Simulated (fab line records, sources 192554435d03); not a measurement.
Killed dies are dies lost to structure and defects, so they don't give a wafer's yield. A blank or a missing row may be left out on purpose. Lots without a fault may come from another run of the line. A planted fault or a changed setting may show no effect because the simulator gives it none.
One fault seen from 2 desks | flow n5_finfet | each desk has only its own numbers; what lay behind them comes last

THE DEFECT DESK
What the inspections along the route counted, lot by lot: means of the sampled wafers that have a number. A lot is out of limits, marked OUT, if its mean lies more than 4 standard deviations from the usual mean; the brackets give that distance.
Columns: A = raw_defect_count at N5_SD_EPI_N_INSPECT_11, usual 1.9
lot  | first seen here | A
L283 | day 3 00:54     | 1.7
L284 | day 3 06:13     | 1.3
L285 | day 3 17:14     | 3.0
L286 | day 3 17:47     | 1.0
L287 | day 4 00:58     | 2.0
L288 | day 4 06:38     | 1.5
L289 | day 4 11:41     | 2.3
L294 | day 5 17:45     | 3.0
L295 | day 6 04:53     | 1.0
L297 | day 6 12:23     | 2.0
L299 | day 7 01:20     | 2.3
L306 | day 8 18:21     | 1.3
This desk's finding: nothing out of limits on any of the 12 lots.

THE TOOL OWNER'S DESK: epi_rpcvd-01
The tool's own readings at N5_SD_EPI_N_EPI_21 (deposits Si:P, time 690 s): means of the sampled wafers that have a number, for each lot that ran on this tool. A lot is out of limits, marked OUT, if its mean lies more than 4 standard deviations from the usual mean; the brackets give that distance.
Columns: A = susceptor_temp_C at N5_SD_EPI_N_EPI_21, usual 680.0 C; B = susceptor_temp_C_max at N5_SD_EPI_N_EPI_21, usual 681.4
lot  | first seen here | A                | B
L283 | day 3 03:37     | 680.0            | 681.6
L284 | day 3 08:38     | 680.2            | 681.7
L286 | day 3 19:38     | 679.5            | 680.8
L295 | day 6 07:30     | 681.8 (+5.9) OUT | 683.3 (+4.8) OUT
L297 | day 6 14:11     | 681.9 (+6.1) OUT | 683.3 (+4.7) OUT
This desk's finding: out of limits on L295, L297; first on L295, day 6 07:30 (susceptor_temp_C at N5_SD_EPI_N_EPI_21). In limits: L283, L284, L286.

PUT TOGETHER
The tool owner's desk could have raised an alarm at day 6 07:30, on L295, L297.
The defect desk saw nothing out of limits.
The defect desk has L295, L297 on record, within its limits.
Of the lots named, all ran N5_SD_EPI_N_EPI_21 on epi_rpcvd-01.

WHAT THE SIMULATOR HAD PUT IN
Process parameter drift: epi_rpcvd-01, from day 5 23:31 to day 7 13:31, at N5_SD_EPI_N_EPI_21. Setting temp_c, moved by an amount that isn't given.
Lots struck among those shown: L295, L297.
Hours from the fault's start to each desk's first reading out of limits: the tool owner's desk, 8.
